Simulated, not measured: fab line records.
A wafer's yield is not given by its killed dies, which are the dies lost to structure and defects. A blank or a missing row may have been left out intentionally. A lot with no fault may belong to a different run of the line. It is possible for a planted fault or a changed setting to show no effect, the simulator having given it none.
Which of the tools did it? || flow nand_harc || 33 wafers from 11 lots sampled at 6 of the route's 1159 steps

## WHAT EACH GAUGE READ, for each wafer
NHARC_P_M0_INSPECT_27. Usual: raw_defect_count 293, standard deviation 110.
{"lot": "L368", "measured": "day 6 10:39", "on": "defect_inspect-01", "raw_defect_count": "154 186 313", "flag": ""}
{"lot": "L370", "measured": "day 7 04:56", "on": "defect_inspect-02", "raw_defect_count": "278 312 319", "flag": ""}
{"lot": "L371", "measured": "day 7 10:34", "on": "defect_inspect-02", "raw_defect_count": "412 361 277", "flag": ""}
{"lot": "L374", "measured": "day 7 22:23", "on": "defect_inspect-01", "raw_defect_count": "172 321 258", "flag": ""}
{"lot": "L375", "measured": "day 8 10:53", "on": "defect_inspect-01", "raw_defect_count": "310 411 366", "flag": ""}
{"lot": "L376", "measured": "day 8 11:06", "on": "defect_inspect-01", "raw_defect_count": "291 242 239", "flag": ""}
{"lot": "L377", "measured": "day 9 08:58", "on": "defect_inspect-02", "raw_defect_count": "233 160 253", "flag": ""}
{"lot": "L386", "measured": "day 10 15:00", "on": "defect_inspect-01", "raw_defect_count": "279 308 438", "flag": ""}
{"lot": "L384", "measured": "day 10 15:36", "on": "defect_inspect-01", "raw_defect_count": "637 330 488", "flag": ""}
{"lot": "L387", "measured": "day 11 06:47", "on": "defect_inspect-01", "raw_defect_count": "213 422 467", "flag": ""}
{"lot": "L388", "measured": "day 11 14:56", "on": "defect_inspect-01", "raw_defect_count": "216 743 560", "flag": ""}

NHARC_P_M1_CD_MEAS_09: target cd 130 nm. Usual: cd_nm 129.9 nm, standard deviation 0.49.
{"lot": "L368", "measured": "day 6 12:04", "on": "cd_sem-01", "cd_nm (nm)": "129.9 130.1 129.5", "flag": ""}
{"lot": "L370", "measured": "day 7 06:32", "on": "cd_sem-02", "cd_nm (nm)": "131.2 131.5 130.3", "flag": ""}
{"lot": "L371", "measured": "day 7 11:55", "on": "cd_sem-01", "cd_nm (nm)": "130.0 129.7 129.7", "flag": ""}
{"lot": "L374", "measured": "day 7 23:47", "on": "cd_sem-02", "cd_nm (nm)": "130.1 130.2 129.9", "flag": ""}
{"lot": "L375", "measured": "day 8 12:17", "on": "cd_sem-03", "cd_nm (nm)": "129.8 129.7 130.1", "flag": ""}
{"lot": "L376", "measured": "day 8 12:29", "on": "cd_sem-02", "cd_nm (nm)": "138.1 138.0 138.7", "flag": "OFF"}
{"lot": "L377", "measured": "day 9 10:40", "on": "cd_sem-03", "cd_nm (nm)": "138.3 138.1 138.9", "flag": "OFF"}
{"lot": "L386", "measured": "day 10 16:23", "on": "cd_sem-03", "cd_nm (nm)": "130.0 129.3 129.5", "flag": ""}
{"lot": "L384", "measured": "day 10 16:58", "on": "cd_sem-01", "cd_nm (nm)": "130.1 130.1 129.8", "flag": ""}
{"lot": "L387", "measured": "day 11 08:11", "on": "cd_sem-03", "cd_nm (nm)": "129.6 129.9 129.0", "flag": ""}
{"lot": "L388", "measured": "day 11 16:13", "on": "cd_sem-03", "cd_nm (nm)": "129.3 129.1 129.7", "flag": ""}

NHARC_END_SORT_01. Usual: defect_limited_yield 95.0 %, standard deviation 1.7; killed_at_array 29, standard deviation 12; killed_at_other 0.7, standard deviation 1; killed_at_periphery 4, standard deviation 3.2; killed_dies 34, standard deviation 12; killed_open 3.4, standard deviation 2; killed_short 1.8, standard deviation 1.3; sort_bin_2_pct 1.6 %, standard deviation 0.7; sort_bin_3_pct 0.26 %, standard deviation 0.23; sort_bin_4_pct 3.1 %, standard deviation 1.1; sort_n_pass 643, standard deviation 12; sort_rim_yield_pct 96.4 %, standard deviation 2.6; sort_yield_pct 95.0 %, standard deviation 1.7.
{"lot": "L376", "measured": "day 21 17:17", "on": "prober-01", "defect_limited_yield (%)": "94.2 94.5 94.5", "killed_at_array": "36 34 35", "killed_at_other": "0 0 0", "killed_at_periphery": "3 3 2", "killed_dies": "39 37 37", "killed_open": "1 3 2", "killed_short": "2 1 2", "sort_bin_2_pct (%)": "1.8 1.9 1.9", "sort_bin_3_pct (%)": "0.44 0.44 0", "sort_bin_4_pct (%)": "3.5 3.1 3.5", "sort_n_pass": "638 640 640", "sort_rim_yield_pct (%)": "98.1 93.4 91.5", "sort_yield_pct (%)": "94.2 94.5 94.5", "flag": ""}
{"lot": "L377", "measured": "day 22 02:01", "on": "prober-02", "defect_limited_yield (%)": 91.4, "killed_at_array": 52, "killed_at_other": 1, "killed_at_periphery": 5, "killed_dies": 58, "killed_open": 1, "killed_short": 0, "sort_bin_2_pct (%)": 1.8, "sort_bin_3_pct (%)": 0.89, "sort_bin_4_pct (%)": 5.9, "sort_n_pass": 619, "sort_rim_yield_pct (%)": 94.3, "sort_yield_pct (%)": 91.4, "flag": ""}
{"lot": "L386", "measured": "day 24 14:53", "on": "prober-02", "defect_limited_yield (%)": "92.2 94.4 94.1", "killed_at_array": "52 33 39", "killed_at_other": "0 1 0", "killed_at_periphery": "1 4 1", "killed_dies": "53 38 40", "killed_open": "1 2 1", "killed_short": "1 0 3", "sort_bin_2_pct (%)": "2.5 2.8 1.5", "sort_bin_3_pct (%)": "0.44 0.30 0.89", "sort_bin_4_pct (%)": "4.9 2.5 3.5", "sort_n_pass": "624 639 637", "sort_rim_yield_pct (%)": "94.3 91.5 90.6", "sort_yield_pct (%)": "92.2 94.4 94.1", "flag": ""}

## TOOL THAT RAN EACH LOT (tool first, then ch and the chambers of the sampled wafers, then the start)
{"lot": "L368", "NHARC_P_M1_PEB_07": "litho_track-04 ch 0, day 6 11:59", "NHARC_P_M1_ETCH_35": "rie_diel-03 ch 0,1,2, day 6 12:21", "NHARC_P_M1_ETCH_15": "rie_diel-03 ch 0,3, no start"}
{"lot": "L370", "NHARC_P_M1_PEB_07": "litho_track-06 ch 0, day 7 06:27", "NHARC_P_M1_ETCH_35": "rie_diel-03 ch 1,2,3, day 7 06:48", "NHARC_P_M1_ETCH_15": "rie_diel-03 ch 0,2,3, no start"}
{"lot": "L371", "NHARC_P_M1_PEB_07": "litho_track-06 ch 0, day 7 11:50", "NHARC_P_M1_ETCH_35": "rie_diel-10 ch 0,1,3, day 7 12:13", "NHARC_P_M1_ETCH_15": "rie_diel-10 ch 0,1,3, no start"}
{"lot": "L374", "NHARC_P_M1_PEB_07": "litho_track-06 ch 0, day 7 23:42", "NHARC_P_M1_ETCH_35": "rie_diel-08 ch 0,1,3, day 8 00:03", "NHARC_P_M1_ETCH_15": "rie_diel-08 ch 0,2, no start"}
{"lot": "L375", "NHARC_P_M1_PEB_07": "litho_track-01 ch 0, day 8 12:12", "NHARC_P_M1_ETCH_35": "rie_diel-08 ch 0,1,2, day 8 12:34", "NHARC_P_M1_ETCH_15": "rie_diel-08 ch 0,1,2, no start"}
{"lot": "L376", "NHARC_P_M1_PEB_07": "litho_track-06 ch 0, day 8 12:24", "NHARC_P_M1_ETCH_35": "rie_diel-03 ch 2,3, day 8 12:45", "NHARC_P_M1_ETCH_15": "rie_diel-03 ch 0,1,3, day 21 17:17 or earlier"}
{"lot": "L377", "NHARC_P_M1_PEB_07": "litho_track-06 ch 0, day 9 10:35", "NHARC_P_M1_ETCH_35": "rie_diel-03 ch 1,3, day 9 10:56", "NHARC_P_M1_ETCH_15": "rie_diel-03 ch 0,1,3, day 22 02:01 or earlier"}
{"lot": "L386", "NHARC_P_M1_PEB_07": "litho_track-01 ch 0, day 10 16:19", "NHARC_P_M1_ETCH_35": "rie_diel-03 ch 0,2, day 10 16:40", "NHARC_P_M1_ETCH_15": "rie_diel-03 ch 0,2, day 24 14:53 or earlier"}
{"lot": "L384", "NHARC_P_M1_PEB_07": "litho_track-04 ch 0, day 10 16:53", "NHARC_P_M1_ETCH_35": "rie_diel-08 ch 0,1, day 10 17:16", "NHARC_P_M1_ETCH_15": "rie_diel-08 ch 0,3, no start"}
{"lot": "L387", "NHARC_P_M1_PEB_07": "litho_track-04 ch 0, day 11 08:07", "NHARC_P_M1_ETCH_35": "rie_diel-10 ch 0,1,2, day 11 08:28", "NHARC_P_M1_ETCH_15": "rie_diel-10 ch 0,1,3, no start"}
{"lot": "L388", "NHARC_P_M1_PEB_07": "litho_track-04 ch 0, day 11 16:08", "NHARC_P_M1_ETCH_35": "rie_diel-03 ch 1,3, day 11 16:29", "NHARC_P_M1_ETCH_15": "rie_diel-03 ch 1,3, no start"}
- NHARC_P_M1_PEB_07: peb time 65 s.
- NHARC_P_M1_ETCH_35: etches the open film in N2/H2, target depth 40 nm, overetch 12 nm, time 43.94 s.
- NHARC_P_M1_ETCH_15: etches the open film in C4F8/Ar, target depth 182.5 nm, time 91.2 s.

## WHAT THE TOOLS THEMSELVES READ (means of the sampled wafers that have a number; where no wafer has one, the mark that the record gives instead)
NHARC_P_M1_PEB_07. Usual: heater_power_total_W 156.6 W, standard deviation 0.4; plate_temp_C 99.99 C, standard deviation 0.12.
{"lot": "L368", "tool": "litho_track-04", "heater_power_total_W (W)": 156.5, "plate_temp_C (C)": 100.00, "flag": ""}
{"lot": "L370", "tool": "litho_track-06", "heater_power_total_W (W)": 156.5, "plate_temp_C (C)": 100.06, "flag": ""}
{"lot": "L371", "tool": "litho_track-06", "heater_power_total_W (W)": 156.8, "plate_temp_C (C)": 100.02, "flag": ""}
{"lot": "L374", "tool": "litho_track-06", "heater_power_total_W (W)": 156.4, "plate_temp_C (C)": 99.98, "flag": ""}
{"lot": "L375", "tool": "litho_track-01", "heater_power_total_W (W)": 156.3, "plate_temp_C (C)": 100.00, "flag": ""}
{"lot": "L376", "tool": "litho_track-06", "heater_power_total_W (W)": 161.8, "plate_temp_C (C)": 102.42, "flag": "OFF"}
{"lot": "L377", "tool": "litho_track-06", "heater_power_total_W (W)": 161.8, "plate_temp_C (C)": 102.55, "flag": "OFF"}
{"lot": "L386", "tool": "litho_track-01", "heater_power_total_W (W)": 157.0, "plate_temp_C (C)": 99.98, "flag": ""}
{"lot": "L384", "tool": "litho_track-04", "heater_power_total_W (W)": 157.2, "plate_temp_C (C)": 100.05, "flag": ""}
{"lot": "L387", "tool": "litho_track-04", "heater_power_total_W (W)": 156.6, "plate_temp_C (C)": 100.02, "flag": ""}
{"lot": "L388", "tool": "litho_track-04", "heater_power_total_W (W)": 157.0, "plate_temp_C (C)": 100.12, "flag": ""}

NHARC_P_M1_ETCH_35. Usual: drypump_motor_current_A 5.9 A, standard deviation 0.43; oes_product_au 0.999 a.u., standard deviation 0.0079; rf_vpp_V 431.1 V, standard deviation 2.1; showerhead_plenum_p_Torr 2.06 Torr, standard deviation 0.07; throttle_valve_pct 14.172 %, standard deviation 0.0093.
{"lot": "L368", "tool": "rie_diel-03", "drypump_motor_current_A (A)": 5.9, "oes_product_au (a.u.)": 1.004, "rf_vpp_V (V)": 432.0, "showerhead_plenum_p_Torr (Torr)": 2.07, "throttle_valve_pct (%)": 14.165, "flag": ""}
{"lot": "L370", "tool": "rie_diel-03", "drypump_motor_current_A (A)": 5.9, "oes_product_au (a.u.)": 0.999, "rf_vpp_V (V)": 431.3, "showerhead_plenum_p_Torr (Torr)": 2.08, "throttle_valve_pct (%)": 14.176, "flag": ""}
{"lot": "L371", "tool": "rie_diel-10", "drypump_motor_current_A (A)": 5.6, "oes_product_au (a.u.)": 1.004, "rf_vpp_V (V)": 429.4, "showerhead_plenum_p_Torr (Torr)": 1.99, "throttle_valve_pct (%)": 14.171, "flag": ""}
{"lot": "L374", "tool": "rie_diel-08", "drypump_motor_current_A (A)": 6.3, "oes_product_au (a.u.)": 0.991, "rf_vpp_V (V)": 433.1, "showerhead_plenum_p_Torr (Torr)": 2.11, "throttle_valve_pct (%)": 14.173, "flag": ""}
{"lot": "L375", "tool": "rie_diel-08", "drypump_motor_current_A (A)": 6.2, "oes_product_au (a.u.)": 0.996, "rf_vpp_V (V)": 432.9, "showerhead_plenum_p_Torr (Torr)": 2.09, "throttle_valve_pct (%)": 14.171, "flag": ""}
{"lot": "L376", "tool": "rie_diel-03", "drypump_motor_current_A (A)": 5.9, "oes_product_au (a.u.)": 1.009, "rf_vpp_V (V)": 431.6, "showerhead_plenum_p_Torr (Torr)": 2.10, "throttle_valve_pct (%)": 14.170, "flag": ""}
{"lot": "L377", "tool": "rie_diel-03", "drypump_motor_current_A (A)": 6.3, "oes_product_au (a.u.)": 1.003, "rf_vpp_V (V)": 432.2, "showerhead_plenum_p_Torr (Torr)": 2.10, "throttle_valve_pct (%)": 14.170, "flag": ""}
{"lot": "L386", "tool": "rie_diel-03", "drypump_motor_current_A (A)": 5.6, "oes_product_au (a.u.)": 0.996, "rf_vpp_V (V)": 431.7, "showerhead_plenum_p_Torr (Torr)": 2.07, "throttle_valve_pct (%)": 14.167, "flag": ""}
{"lot": "L384", "tool": "rie_diel-08", "drypump_motor_current_A (A)": 6.5, "oes_product_au (a.u.)": 0.996, "rf_vpp_V (V)": 432.6, "showerhead_plenum_p_Torr (Torr)": 2.09, "throttle_valve_pct (%)": 14.166, "flag": ""}
{"lot": "L387", "tool": "rie_diel-10", "drypump_motor_current_A (A)": 5.5, "oes_product_au (a.u.)": 1.003, "rf_vpp_V (V)": 429.3, "showerhead_plenum_p_Torr (Torr)": 2.00, "throttle_valve_pct (%)": 14.163, "flag": ""}
{"lot": "L388", "tool": "rie_diel-03", "drypump_motor_current_A (A)": 6.3, "oes_product_au (a.u.)": 0.994, "rf_vpp_V (V)": 431.1, "showerhead_plenum_p_Torr (Torr)": 2.07, "throttle_valve_pct (%)": 14.170, "flag": ""}

NHARC_P_M1_ETCH_15. Usual: oes_product_au 0.957 a.u., standard deviation 0.018; rf_vpp_V 441.4 V, standard deviation 2.1.
{"lot": "L368", "tool": "rie_diel-03", "oes_product_au (a.u.)": 0.970, "rf_vpp_V (V)": 443.0, "flag": ""}
{"lot": "L370", "tool": "rie_diel-03", "oes_product_au (a.u.)": 0.931, "rf_vpp_V (V)": 441.7, "flag": ""}
{"lot": "L371", "tool": "rie_diel-10", "oes_product_au (a.u.)": 0.930, "rf_vpp_V (V)": 439.6, "flag": ""}
{"lot": "L374", "tool": "rie_diel-08", "oes_product_au (a.u.)": 0.970, "rf_vpp_V (V)": 441.2, "flag": ""}
{"lot": "L375", "tool": "rie_diel-08", "oes_product_au (a.u.)": 0.973, "rf_vpp_V (V)": 440.8, "flag": ""}
{"lot": "L376", "tool": "rie_diel-03", "oes_product_au (a.u.)": 0.966, "rf_vpp_V (V)": 440.9, "flag": ""}
{"lot": "L377", "tool": "rie_diel-03", "oes_product_au (a.u.)": 0.975, "rf_vpp_V (V)": 442.6, "flag": ""}
{"lot": "L386", "tool": "rie_diel-03", "oes_product_au (a.u.)": 0.966, "rf_vpp_V (V)": 441.5, "flag": ""}
{"lot": "L384", "tool": "rie_diel-08", "oes_product_au (a.u.)": 0.943, "rf_vpp_V (V)": 442.0, "flag": ""}
{"lot": "L387", "tool": "rie_diel-10", "oes_product_au (a.u.)": 0.965, "rf_vpp_V (V)": 439.7, "flag": ""}
{"lot": "L388", "tool": "rie_diel-03", "oes_product_au (a.u.)": 0.952, "rf_vpp_V (V)": 442.3, "flag": ""}

## THE ANSWER, worked out from the rows above alone
Rule: lot off if the mean of its wafers having a number is beyond 3 standard deviations from the usual mean. A lot without any number at a reading at which 4 lots or more have one is off too. Where the step has rows for the other lots, those lots are counted as sound. First the gauges in route order, then the tools' own readings, where a lot's mean is used as printed above. The first step at which some lot is off is used, and at that step the reading that is off furthest; a lot without a number counts as furthest.
Off: L376, L377, at NHARC_P_M1_CD_MEAS_09 (cd_nm).
A tool fits if, at a process step before that reading, it ran every lot that is off, and no sound lot after the first of them. The gauges at NHARC_P_M1_CD_MEAS_09 aren't tried: what is off there is off at NHARC_P_M1_PEB_07 too, on other tools, and a gauge's error can't cause that. One candidate fits, namely litho_track-06 at NHARC_P_M1_PEB_07. Its last sound lot is L374 (day 7 23:42), its first lot that is off L376 (day 8 12:24): a fault that began between those two fits.
The tool's own readings at NHARC_P_M1_PEB_07 bear it out: on the lots that are off they differ by more than 5 times the standard deviation of the sound lots' means. heater_power_total_W reads 161.8 W there against 156.7 W on the sound lots; plate_temp_C reads 102.48 C there against 100.03 C on the sound lots.

## WHAT THE SIMULATOR HAD PUT IN
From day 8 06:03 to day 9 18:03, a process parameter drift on litho_track-06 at NHARC_P_M1_PEB_07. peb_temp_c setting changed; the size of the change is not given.
Lots struck among those shown: L376, L377. The rule above found the same.
